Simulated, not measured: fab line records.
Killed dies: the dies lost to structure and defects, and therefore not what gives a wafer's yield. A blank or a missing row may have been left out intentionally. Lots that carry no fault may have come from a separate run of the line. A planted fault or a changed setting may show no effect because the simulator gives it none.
Which of the tools did it?	flow nandHarc	Sampling: 24 lots, 72 wafers, 6 of 1159 route steps

== WHAT THE GAUGES SHOWED, per wafer ==
The record lacks any reading of a measuring or inspecting step that a usual standard deviation could be used to judge.

== WHICH TOOL RAN EACH LOT (tool, then ch and the chambers of the sampled wafers, then the start) ==
lot	NHARC_A_STAIRCASE_DESCUM_219	NHARC_A_STAIRCASE_TRIM_226	NHARC_A_STAIRCASE_ETCH_227	NHARC_A_STAIRCASE_DEP_259	NHARC_A_STAIRCASE_STRIP_295	NHARC_A_STAIRCASE_ALD_415
L074	rieDiel-05 ch 1,2, day 11 14:18	rieDiel-05 ch 0,1, day 11 22:13 or earlier	rieDiel-05 ch 1,2, day 11 22:13 or earlier	pecvd-02 ch 0,1,2, day 11 22:13	rieDiel-04 ch 0,1,3, day 12 06:04 or earlier	aldHk-02 ch 2,3, day 12 06:04
L075	rieDiel-11 ch 0,1,2, day 11 14:29	rieDiel-11 ch 1,2,3, day 11 23:02 or earlier	rieDiel-11 ch 1,2,3, day 11 23:02 or earlier	pecvd-02 ch 1,2, day 11 23:02	rieDiel-05 ch 0,1,3, day 12 10:37 or earlier	aldHk-04 ch 1,2,3, day 12 10:37
L076	rieDiel-04 ch 0,1, day 11 22:16	rieDiel-04 ch 1,2,3, day 12 05:18 or earlier	rieDiel-04 ch 0,3, day 12 05:18 or earlier	pecvd-04 ch 0,2, day 12 05:18	rieDiel-04 ch 0,2,3, day 12 15:18 or earlier	aldHk-03 ch 2,3, day 12 15:18
L078	rieDiel-05 ch 0,2,3, day 11 23:41	rieDiel-05 ch 0,1,2, day 12 06:55 or earlier	rieDiel-05 ch 2,3, day 12 06:55 or earlier	pecvd-04 ch 0,1, day 12 06:55	rieDiel-05 ch 0,3, day 12 16:57 or earlier	aldHk-04 ch 2,3, day 12 16:57
L077	rieDiel-11 ch 0,1, day 12 02:01	rieDiel-11 ch 0,1,2, day 12 08:41 or earlier	rieDiel-11 ch 0,1, day 12 08:41 or earlier	pecvd-04 ch 1,2, day 12 08:41	rieDiel-05 ch 0,1,3, day 12 19:17 or earlier	aldHk-04 ch 2,3, day 12 19:17
L079	rieDiel-05 ch 0,3, day 12 08:40	rieDiel-05 ch 0,1,2, day 12 17:33 or earlier	rieDiel-05 ch 0,2,3, day 12 17:33 or earlier	pecvd-01 ch 1,2, day 12 17:33	rieDiel-11 ch 1,2, day 13 02:31 or earlier	aldHk-04 ch 0,1,2, day 13 02:31
L080	rieDiel-04 ch 0,2,3, day 12 16:07	rieDiel-04 ch 0,2,3, day 12 23:38 or earlier	rieDiel-04 ch 0,2,3, day 12 23:38 or earlier	pecvd-01 ch 1,2, day 12 23:38	rieDiel-11 ch 0,1,2, day 13 07:50 or earlier	aldHk-04 ch 1,2,3, day 13 07:50
L081	rieDiel-05 ch 1,2, day 12 16:35	rieDiel-05 ch 2,3, day 13 01:26 or earlier	rieDiel-05 ch 0,2,3, day 13 01:26 or earlier	pecvd-02 ch 1,2, day 13 01:26	rieDiel-05 ch 0,1,2, day 13 09:25 or earlier	aldHk-02 ch 2,3, day 13 09:25
L082	rieDiel-05 ch 0,2,3, day 13 04:30	rieDiel-05 ch 0,3, day 13 12:59 or earlier	rieDiel-05 ch 0,2,3, day 13 12:59 or earlier	pecvd-01 ch 1,2, day 13 12:59	rieDiel-04 ch 0,3, day 13 22:43 or earlier	aldHk-02 ch 1,2, day 13 22:43
L084	rieDiel-05 ch 2,3, day 13 16:10	rieDiel-05 ch 1,2,3, day 13 23:09 or earlier	rieDiel-05 ch 1,3, day 13 23:09 or earlier	pecvd-01 ch 1,2, day 13 23:09	rieDiel-04 ch 0,1,2, day 14 07:17 or earlier	aldHk-04 ch 0,1,3, day 14 07:17
L083	rieDiel-04 ch 0,2, day 13 22:46	rieDiel-04 ch 0,2, day 14 05:21 or earlier	rieDiel-04 ch 0,1,2, day 14 05:21 or earlier	pecvd-02 ch 1,2, day 14 05:21	rieDiel-04 ch 0,1,2, day 14 13:42 or earlier	aldHk-03 ch 1,3, day 14 13:42
L086	rieDiel-04 ch 0,2,3, day 14 19:43	rieDiel-04 ch 0,2,3, day 15 02:57 or earlier	rieDiel-04 ch 0,1,2, day 15 02:57 or earlier	pecvd-04 ch 0,1,2, day 15 02:57	rieDiel-04 ch 0,1,3, day 15 11:57 or earlier	aldHk-03 ch 1,2,3, day 15 11:57
L088	rieDiel-05 ch 0,2,3, day 14 20:04	rieDiel-05 ch 0,2,3, day 15 04:54 or earlier	rieDiel-05 ch 0,2,3, day 15 04:54 or earlier	pecvd-04 ch 0,1,2, day 15 04:54	rieDiel-04 ch 1,2,3, day 15 13:46 or earlier	aldHk-02 ch 1,2,3, day 15 13:46
L087	rieDiel-11 ch 1,2, day 15 00:10	rieDiel-11 ch 0,1, day 15 06:53 or earlier	rieDiel-11 ch 0,1,2, day 15 06:53 or earlier	pecvd-01 ch 1,2, day 15 06:53	rieDiel-04 ch 0,2,3, day 15 17:13 or earlier	aldHk-02 ch 0,2,3, day 15 17:13
L085	rieDiel-05 ch 0,2,3, day 15 02:35	rieDiel-11 ch 0,1,2, day 15 05:29	rieDiel-11 ch 1,2, day 15 14:15 or earlier	pecvd-02 ch 0,1,2, day 15 14:15	rieDiel-11 ch 0,1,2, day 16 03:12 or earlier	aldHk-04 ch 1,2,3, day 16 03:12
L089	rieDiel-11 ch 0,1,3, day 15 06:11	rieDiel-11 ch 0,2, day 15 20:29 or earlier	rieDiel-11 ch 2,3, day 15 20:29 or earlier	pecvd-04 ch 0,1,2, day 15 20:29	rieDiel-04 ch 0,2, day 16 09:53 or earlier	aldHk-03 ch 0,1,3, day 16 09:53
L091	rieDiel-04 ch 1,2,3, day 15 06:12	rieDiel-04 ch 1,2,3, day 15 18:41 or earlier	rieDiel-04 ch 0,1,2, day 15 18:41 or earlier	pecvd-04 ch 0,1,2, day 15 18:41	rieDiel-11 ch 1,2, day 16 08:27 or earlier	aldHk-03 ch 2,3, day 16 08:27
L092	rieDiel-04 ch 0,2, day 15 15:10	rieDiel-04 ch 0,2,3, day 16 02:59 or earlier	rieDiel-04 ch 0,2, day 16 02:59 or earlier	pecvd-04 ch 0,2, day 16 02:59	rieDiel-04 ch 1,3, day 16 14:34 or earlier	aldHk-04 ch 0,2,3, day 16 14:34
L090	rieDiel-04 ch 2,3, day 15 15:54	rieDiel-04 ch 0,3, day 16 03:38 or earlier	rieDiel-04 ch 0,1, day 16 03:38 or earlier	pecvd-01 ch 1,2, day 16 03:38	rieDiel-11 ch 0,1,2, day 16 14:19 or earlier	aldHk-02 ch 0,2,3, day 16 14:19
L093	rieDiel-04 ch 1,2,3, day 15 17:53	rieDiel-04 ch 0,2,3, day 16 05:35 or earlier	rieDiel-04 ch 1,2,3, day 16 05:35 or earlier	pecvd-04 ch 0,1,2, day 16 05:35	rieDiel-04 ch 0,1,3, day 16 17:19 or earlier	aldHk-02 ch 1,2,3, day 16 17:19
L095	rieDiel-11 ch 0,1,3, day 16 00:46	rieDiel-11 ch 0,2,3, day 16 08:35 or earlier	rieDiel-11 ch 0,1,2, day 16 08:35 or earlier	pecvd-04 ch 1,2, day 16 08:35	rieDiel-05 ch 0,2,3, day 16 19:42 or earlier	aldHk-04 ch 1,2,3, day 16 19:42
L094	rieDiel-05 ch 0,2,3, day 16 02:45	rieDiel-05 ch 0,3, day 16 14:35 or earlier	rieDiel-05 ch 0,2, day 16 14:35 or earlier	pecvd-04 ch 1,2, day 16 14:35	rieDiel-04 ch 1,2,3, day 17 01:07 or earlier	aldHk-03 ch 1,2, day 17 01:07
L096	rieDiel-05 ch 0,2, day 16 14:59	rieDiel-05 ch 0,1,2, day 17 00:41 or earlier	rieDiel-05 ch 1,3, day 17 00:41 or earlier	pecvd-01 ch 1,2, day 17 00:41	rieDiel-11 ch 0,1, day 17 09:00 or earlier	aldHk-04 ch 0,1,2, day 17 09:00
L097	rieDiel-04 ch 0,2, day 17 00:27	rieDiel-04 ch 1,2,3, day 17 07:08 or earlier	rieDiel-04 ch 0,1,3, day 17 07:08 or earlier	pecvd-04 ch 0,1, day 17 07:08	rieDiel-04 ch 1,2,3, day 17 15:22 or earlier	aldHk-04 ch 1,2, day 17 15:22
- NHARC_A_STAIRCASE_DESCUM_219: chemistry O2, time 3 s.
- NHARC_A_STAIRCASE_TRIM_226: chemistry O2, time 211.2 s.
- NHARC_A_STAIRCASE_ETCH_227: etches the open film in C4F8/O2, target depth 100 nm, time 40.5 s.
- NHARC_A_STAIRCASE_DEP_259: deposits SiON, target thk 30 nm.
- NHARC_A_STAIRCASE_STRIP_295: strips in O2.
- NHARC_A_STAIRCASE_ALD_415: deposits SiO2, target thk 30 nm, pulse time 6 s, ald cycles 300.

== AS READ BY THE TOOLS THEMSELVES (means over the sampled wafers that have a number; for cases with no such wafer, the mark the record gives instead) ==
NHARC_A_STAIRCASE_DESCUM_219.
lot	tool	drypumpMotorCurrentA (A)	oesProductAu (a.u.)	rfVppV (V)	showerheadPlenumPTorr (Torr)	throttleValvePct (%)
L074	rieDiel-05	5.6	1.001	56.8	1.92	11.313
L075	rieDiel-11	5.6	1.009	57.7	1.97	11.311
L076	rieDiel-04	5.6	1.008	57.9	1.94	11.315
L078	rieDiel-05	5.8	0.999	58.1	1.88	11.305
L077	rieDiel-11	5.3	1.011	57.9	1.93	11.304
L079	rieDiel-05	6.0	1.000	57.6	1.85	11.313
L080	rieDiel-04	5.9	1.005	57.9	1.92	11.303
L081	rieDiel-05	5.8	1.008	58.5	1.96	11.309
L082	rieDiel-05	5.8	1.000	58.0	1.88	11.308
L084	rieDiel-05	5.6	0.999	58.3	1.86	11.313
L083	rieDiel-04	5.8	1.001	57.7	1.89	11.312
L086	rieDiel-04	5.9	1.005	57.0	1.92	11.315
L088	rieDiel-05	5.8	1.009	57.2	1.87	11.299
L087	rieDiel-11	5.7	0.998	58.6	1.98	11.313
L085	rieDiel-05	5.8	1.006	57.5	1.87	11.314
L089	rieDiel-11	5.6	1.007	58.1	1.94	11.313
L091	rieDiel-04	5.6	1.001	58.2	1.89	11.321
L092	rieDiel-04	5.8	1.005	58.1	1.89	11.313
L090	rieDiel-04	5.8	0.996	57.6	1.88	11.304
L093	rieDiel-04	5.6	0.996	57.9	1.89	11.314
L095	rieDiel-11	5.6	1.005	58.2	1.93	11.314
L094	rieDiel-05	5.9	1.008	57.7	1.87	11.310
L096	rieDiel-05	5.9	1.007	57.3	1.91	11.313
L097	rieDiel-04	5.8	1.005	57.9	1.92	11.312

NHARC_A_STAIRCASE_TRIM_226.
lot	tool	drypumpMotorCurrentA (A)	oesProductAu (a.u.)	rfVppV (V)	showerheadPlenumPTorr (Torr)	throttleValvePct (%)
L074	rieDiel-05	6.0	1.009	58.0	3.63	17.033
L075	rieDiel-11	5.8	1.001	57.9	3.67	17.030
L076	rieDiel-04	5.6	0.992	57.0	3.50	17.034
L078	rieDiel-05	5.9	1.013	57.5	3.57	17.036
L077	rieDiel-11	5.6	1.001	57.9	3.63	17.034
L079	rieDiel-05	5.9	1.004	57.6	3.57	17.036
L080	rieDiel-04	5.9	1.009	58.2	3.54	17.040
L081	rieDiel-05	5.8	1.002	57.7	3.40	17.036
L082	rieDiel-05	6.0	1.011	56.7	3.41	17.030
L084	rieDiel-05	5.8	1.002	58.2	3.49	17.042
L083	rieDiel-04	5.8	0.999	57.6	3.55	17.035
L086	rieDiel-04	6.0	0.999	57.8	3.53	17.033
L088	rieDiel-05	5.8	1.007	57.2	3.45	17.036
L087	rieDiel-11	5.4	1.003	57.2	3.56	17.035
L085	rieDiel-11	5.7	1.008	57.6	3.62	17.030
L089	rieDiel-11	5.6	1.009	57.7	3.59	17.044
L091	rieDiel-04	5.6	1.000	57.8	3.49	17.045
L092	rieDiel-04	6.0	1.002	57.3	3.52	17.032
L090	rieDiel-04	6.1	0.993	57.0	3.56	17.028
L093	rieDiel-04	6.0	1.009	57.6	3.52	17.035
L095	rieDiel-11	5.8	1.012	57.4	3.61	17.040
L094	rieDiel-05	6.0	1.001	57.6	3.40	17.039
L096	rieDiel-05	5.9	1.007	57.5	3.55	17.026
L097	rieDiel-04	5.6	0.994	57.9	3.48	17.036

NHARC_A_STAIRCASE_ETCH_227.
lot	tool	oesProductAu (a.u.)	rfVppV (V)
L074	rieDiel-05	0.938	899
L075	rieDiel-11	0.947	901
L076	rieDiel-04	0.950	898
L078	rieDiel-05	0.943	893
L077	rieDiel-11	0.955	897
L079	rieDiel-05	0.947	894
L080	rieDiel-04	0.948	896
L081	rieDiel-05	0.938	894
L082	rieDiel-05	0.930	893
L084	rieDiel-05	0.948	896
L083	rieDiel-04	0.944	895
L086	rieDiel-04	0.949	896
L088	rieDiel-05	0.931	894
L087	rieDiel-11	0.949	899
L085	rieDiel-11	0.933	899
L089	rieDiel-11	0.935	902
L091	rieDiel-04	0.942	895
L092	rieDiel-04	0.938	895
L090	rieDiel-04	0.941	895
L093	rieDiel-04	0.934	895
L095	rieDiel-11	0.953	899
L094	rieDiel-05	0.953	895
L096	rieDiel-05	0.937	897
L097	rieDiel-04	0.957	896

NHARC_A_STAIRCASE_DEP_259.
lot	tool	heaterPowerW (W)	showerheadVppV (V)
L074	pecvd-02	723	1193
L075	pecvd-02	828	1190
L076	pecvd-04	826	1106
L078	pecvd-04	720	1109
L077	pecvd-04	764	1155
L079	pecvd-01	937	1198
L080	pecvd-01	848	1162
L081	pecvd-02	779	1191
L082	pecvd-01	979	1193
L084	pecvd-01	877	1156
L083	pecvd-02	767	1213
L086	pecvd-04	820	1129
L088	pecvd-04	813	1126
L087	pecvd-01	1028	1201
L085	pecvd-02	804	1186
L089	pecvd-04	790	1120
L091	pecvd-04	835	1122
L092	pecvd-04	759	1132
L090	pecvd-01	870	1163
L093	pecvd-04	823	1123
L095	pecvd-04	768	1152
L094	pecvd-04	752	1151
L096	pecvd-01	785	1159
L097	pecvd-04	846	1130

NHARC_A_STAIRCASE_STRIP_295.
lot	tool	drypumpMotorCurrentA (A)	oesProductAu (a.u.)	rfVppV (V)	showerheadPlenumPTorr (Torr)	throttleValvePct (%)
L074	rieDiel-04	5.7	0.992	57.3	3.55	17.031
L075	rieDiel-05	6.0	1.002	56.5	3.52	17.047
L076	rieDiel-04	5.9	1.002	57.6	3.54	17.044
L078	rieDiel-05	6.0	1.003	57.5	3.42	17.042
L077	rieDiel-05	6.0	1.005	57.6	3.52	17.043
L079	rieDiel-11	5.7	1.001	58.9	3.65	17.041
L080	rieDiel-11	5.6	1.008	58.6	3.63	17.036
L081	rieDiel-05	5.8	1.002	58.5	3.56	17.038
L082	rieDiel-04	6.1	0.998	58.3	3.58	17.034
L084	rieDiel-04	5.5	0.991	57.9	3.51	17.040
L083	rieDiel-04	5.5	0.992	57.9	3.51	17.030
L086	rieDiel-04	5.7	1.005	58.1	3.54	17.032
L088	rieDiel-04	5.6	0.993	57.7	3.49	17.036
L087	rieDiel-04	5.9	1.003	58.4	3.53	17.034
L085	rieDiel-11	5.7	1.010	58.3	3.62	17.032
L089	rieDiel-04	5.8	1.009	57.6	3.48	17.032
L091	rieDiel-11	5.7	1.004	57.9	3.64	17.035
L092	rieDiel-04	5.8	0.994	58.7	3.52	17.037
L090	rieDiel-11	5.7	1.002	58.5	3.61	17.028
L093	rieDiel-04	5.7	1.013	58.5	3.53	17.035
L095	rieDiel-05	5.8	1.004	57.3	3.44	17.034
L094	rieDiel-04	5.6	0.993	57.8	3.48	17.042
L096	rieDiel-11	5.4	0.996	58.4	3.56	17.038
L097	rieDiel-04	5.6	1.001	57.1	3.47	17.041

NHARC_A_STAIRCASE_ALD_415.
lot	tool	heaterPowerW (W)	precursorPulseHeightRel
L074	aldHk-02	474	0.984
L075	aldHk-04	454	1.026
L076	aldHk-03	527	0.999
L078	aldHk-04	448	1.005
L077	aldHk-04	472	1.007
L079	aldHk-04	445	1.018
L080	aldHk-04	456	1.007
L081	aldHk-02	500	0.988
L082	aldHk-02	426	1.018
L084	aldHk-04	460	0.983
L083	aldHk-03	447	1.008
L086	aldHk-03	468	1.008
L088	aldHk-02	462	1.006
L087	aldHk-02	484	1.003
L085	aldHk-04	467	1.017
L089	aldHk-03	460	1.011
L091	aldHk-03	463	1.006
L092	aldHk-04	449	0.994
L090	aldHk-02	482	0.992
L093	aldHk-02	462	0.987
L095	aldHk-04	458	0.999
L094	aldHk-03	514	1.002
L096	aldHk-04	441	1.001
L097	aldHk-04	439	1.006

== THE ANSWER, worked out from the rows above alone ==
Rule: what is usual is taken from the lots themselves. The widest of any qualifying gaps counts: lots, ordered by their means at a reading, are off when they make up no more than a third of the lots, leave a main group of 4 or more, and stand apart from it by 3 or more times the standard deviation of that group's means. The tables above print the reading to a certain number of digits; a main group whose means all agree to those digits is not used. Also off: a lot with no number at a reading for which 4 or more lots have one. Where the step has rows for the other lots, those lots are counted as sound. After the gauges, taken in route order, come the tools' own readings; for these a lot's mean is taken, as printed above. The first step at which some lot is off is used, and at that step the reading that is off furthest; a lot without a number counts as furthest.
No lot is off at any reading shown: from this, nothing can be told.

== WHAT HAD BEEN PUT IN BY THE SIMULATOR ==
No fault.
